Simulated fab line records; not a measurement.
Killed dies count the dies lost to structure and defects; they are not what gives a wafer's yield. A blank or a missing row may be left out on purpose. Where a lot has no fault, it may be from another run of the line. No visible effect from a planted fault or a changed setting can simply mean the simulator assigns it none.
Which tool is to blame? :: flow n5-finfet :: 72 wafers from 24 lots sampled at 2 of the route's 1938 steps

WHAT EACH GAUGE READ, for each wafer
N5_BEOL_M1_OVL_MEAS_12. Usual: for M1_OVL the level is -0.1 nm and the standard deviation is 0.66.
lot: L074
measured: day 6 07:17
on: overlay-01
M1_OVL (nm): 0.5 1.0 1.6
flag: 

lot: L076
measured: day 7 13:14
on: overlay-01
M1_OVL (nm): -1.4 -0.8 -0.2
flag: 

lot: L078
measured: day 7 15:44
on: overlay-01
M1_OVL (nm): 0.3 -0.4 0.2
flag: 

lot: L077
measured: day 7 15:49
on: overlay-01
M1_OVL (nm): -0.1 -0.9 -1.2
flag: 

lot: L075
measured: day 7 15:47
on: overlay-02
M1_OVL (nm): 0.0 -0.2 -0.4
flag: 

lot: L079
measured: day 7 22:08
on: overlay-01
M1_OVL (nm): -1.3 0.3 0.3
flag: 

lot: L080
measured: day 8 02:25
on: overlay-01
M1_OVL (nm): 0.9 0.5 -0.1
flag: 

lot: L081
measured: day 8 06:36
on: overlay-02
M1_OVL (nm): -1.2 -0.4 0.2
flag: 

lot: L082
measured: day 8 09:08
on: overlay-01
M1_OVL (nm): -0.8 -0.2 -0.7
flag: 

lot: L083
measured: day 8 15:40
on: overlay-02
M1_OVL (nm): -0.6 0.6 0.5
flag: 

lot: L084
measured: day 9 05:16
on: overlay-02
M1_OVL (nm): -0.2 -0.6 -0.3
flag: 

lot: L085
measured: day 9 09:30
on: overlay-02
M1_OVL (nm): 0.2 0.5 -1.0
flag: 

lot: L086
measured: day 9 18:28
on: overlay-01
M1_OVL (nm): -0.4 0.5 -0.5
flag: 

lot: L087
measured: day 9 18:49
on: overlay-02
M1_OVL (nm): -1.0 -1.5 -0.5
flag: 

lot: L088
measured: day 10 01:35
on: overlay-01
M1_OVL (nm): -0.3 0.1 0.0
flag: 

lot: L089
measured: day 10 06:59
on: overlay-02
M1_OVL (nm): -1.2 0.0 0.8
flag: 

lot: L090
measured: day 10 12:07
on: overlay-02
M1_OVL (nm): 0.0 0.2 -0.2
flag: 

lot: L091
measured: day 10 18:02
on: overlay-02
M1_OVL (nm): 0.4 0.1 -0.4
flag: 

lot: L092
measured: day 11 01:04
on: overlay-02
M1_OVL (nm): 0.5 0.8 -0.7
flag: 

lot: L093
measured: day 11 09:22
on: overlay-01
M1_OVL (nm): -1.1 -1.0 -1.1
flag: 

lot: L095
measured: day 11 20:53
on: overlay-02
M1_OVL (nm): 0.1 -0.4 -0.2
flag: 

lot: L097
measured: day 11 21:03
on: overlay-01
M1_OVL (nm): 0.7 -0.7 -1.4
flag: 

lot: L096
measured: day 11 22:28
on: overlay-02
M1_OVL (nm): -0.1 -0.1 0.3
flag: 

lot: L094
measured: day 12 06:48
on: overlay-02
M1_OVL (nm): 0.6 -0.7 0.5
flag: 

TOOL THAT RAN EACH LOT (tool first, then ch and the chambers of the sampled wafers, then the start)
lot: L074
N5_BEOL_M0_ANNEAL_119: rtp-anneal-02 ch 0, day 6 05:23

lot: L076
N5_BEOL_M0_ANNEAL_119: rtp-anneal-02 ch 0, day 7 11:25

lot: L078
N5_BEOL_M0_ANNEAL_119: rtp-anneal-02 ch 0, day 7 12:08

lot: L077
N5_BEOL_M0_ANNEAL_119: rtp-anneal-01 ch 0, day 7 12:45

lot: L075
N5_BEOL_M0_ANNEAL_119: rtp-anneal-01 ch 0, day 7 13:27

lot: L079
N5_BEOL_M0_ANNEAL_119: rtp-anneal-02 ch 0, day 7 20:28

lot: L080
N5_BEOL_M0_ANNEAL_119: rtp-anneal-01 ch 0, day 7 23:25

lot: L081
N5_BEOL_M0_ANNEAL_119: rtp-anneal-01 ch 0, day 8 03:52

lot: L082
N5_BEOL_M0_ANNEAL_119: rtp-anneal-01 ch 0, day 8 07:07

lot: L083
N5_BEOL_M0_ANNEAL_119: rtp-anneal-01 ch 0, day 8 14:06

lot: L084
N5_BEOL_M0_ANNEAL_119: rtp-anneal-01 ch 0, day 9 02:59

lot: L085
N5_BEOL_M0_ANNEAL_119: rtp-anneal-01 ch 0, day 9 06:55

lot: L086
N5_BEOL_M0_ANNEAL_119: rtp-anneal-02 ch 0, day 9 15:49

lot: L087
N5_BEOL_M0_ANNEAL_119: rtp-anneal-01 ch 0, day 9 16:47

lot: L088
N5_BEOL_M0_ANNEAL_119: rtp-anneal-02 ch 0, day 9 23:41

lot: L089
N5_BEOL_M0_ANNEAL_119: rtp-anneal-02 ch 0, day 10 05:23

lot: L090
N5_BEOL_M0_ANNEAL_119: rtp-anneal-02 ch 0, day 10 09:23

lot: L091
N5_BEOL_M0_ANNEAL_119: rtp-anneal-02 ch 0, day 10 14:58

lot: L092
N5_BEOL_M0_ANNEAL_119: rtp-anneal-02 ch 0, day 10 21:50

lot: L093
N5_BEOL_M0_ANNEAL_119: rtp-anneal-02 ch 0, day 11 06:35

lot: L095
N5_BEOL_M0_ANNEAL_119: rtp-anneal-02 ch 0, day 11 18:44

lot: L097
N5_BEOL_M0_ANNEAL_119: rtp-anneal-01 ch 0, day 11 18:51

lot: L096
N5_BEOL_M0_ANNEAL_119: rtp-anneal-02 ch 0, day 11 20:09

lot: L094
N5_BEOL_M0_ANNEAL_119: rtp-anneal-01 ch 0, day 12 04:29
- N5_BEOL_M0_ANNEAL_119: time 90 s.

WHAT THE TOOLS THEMSELVES READ (means of the sampled wafers that have a number; where no wafer has one, the mark that the record gives instead)
N5_BEOL_M0_ANNEAL_119. Usual: wafer_temp_C_max 225.94, standard deviation 0.28.
lot: L074
tool: rtp-anneal-02
wafer_temp_C_max: 226.05
flag: 

lot: L076
tool: rtp-anneal-02
wafer_temp_C_max: 225.99
flag: 

lot: L078
tool: rtp-anneal-02
wafer_temp_C_max: 226.26
flag: 

lot: L077
tool: rtp-anneal-01
wafer_temp_C_max: 225.86
flag: 

lot: L075
tool: rtp-anneal-01
wafer_temp_C_max: 225.75
flag: 

lot: L079
tool: rtp-anneal-02
wafer_temp_C_max: 226.37
flag: 

lot: L080
tool: rtp-anneal-01
wafer_temp_C_max: 225.79
flag: 

lot: L081
tool: rtp-anneal-01
wafer_temp_C_max: 225.97
flag: 

lot: L082
tool: rtp-anneal-01
wafer_temp_C_max: 225.90
flag: 

lot: L083
tool: rtp-anneal-01
wafer_temp_C_max: 225.82
flag: 

lot: L084
tool: rtp-anneal-01
wafer_temp_C_max: 226.23
flag: 

lot: L085
tool: rtp-anneal-01
wafer_temp_C_max: 225.92
flag: 

lot: L086
tool: rtp-anneal-02
wafer_temp_C_max: 226.17
flag: 

lot: L087
tool: rtp-anneal-01
wafer_temp_C_max: 225.81
flag: 

lot: L088
tool: rtp-anneal-02
wafer_temp_C_max: 225.91
flag: 

lot: L089
tool: rtp-anneal-02
wafer_temp_C_max: 225.87
flag: 

lot: L090
tool: rtp-anneal-02
wafer_temp_C_max: 226.06
flag: 

lot: L091
tool: rtp-anneal-02
wafer_temp_C_max: 226.33
flag: 

lot: L092
tool: rtp-anneal-02
wafer_temp_C_max: 225.87
flag: 

lot: L093
tool: rtp-anneal-02
wafer_temp_C_max: 226.02
flag: 

lot: L095
tool: rtp-anneal-02
wafer_temp_C_max: 225.92
flag: 

lot: L097
tool: rtp-anneal-01
wafer_temp_C_max: 225.64
flag: 

lot: L096
tool: rtp-anneal-02
wafer_temp_C_max: 226.04
flag: 

lot: L094
tool: rtp-anneal-01
wafer_temp_C_max: 226.06
flag: 

THE ANSWER, worked out from the rows above alone
Rule: a lot is off if the mean of its wafers that have a number lies more than 3 standard deviations from the usual mean. Also off: a lot with no number at a reading for which 4 or more lots have one. Where the step has rows for the other lots, those lots are counted as sound. The gauges are gone through in route order, then the tools' own readings, and for those a lot's mean is taken as printed above. The first step at which some lot is off is used, and at that step the reading that is off furthest; a lot without a number counts as furthest.
Nothing can be told from this: no lot is off at any reading shown.

WHAT THE SIMULATOR HAD PUT IN
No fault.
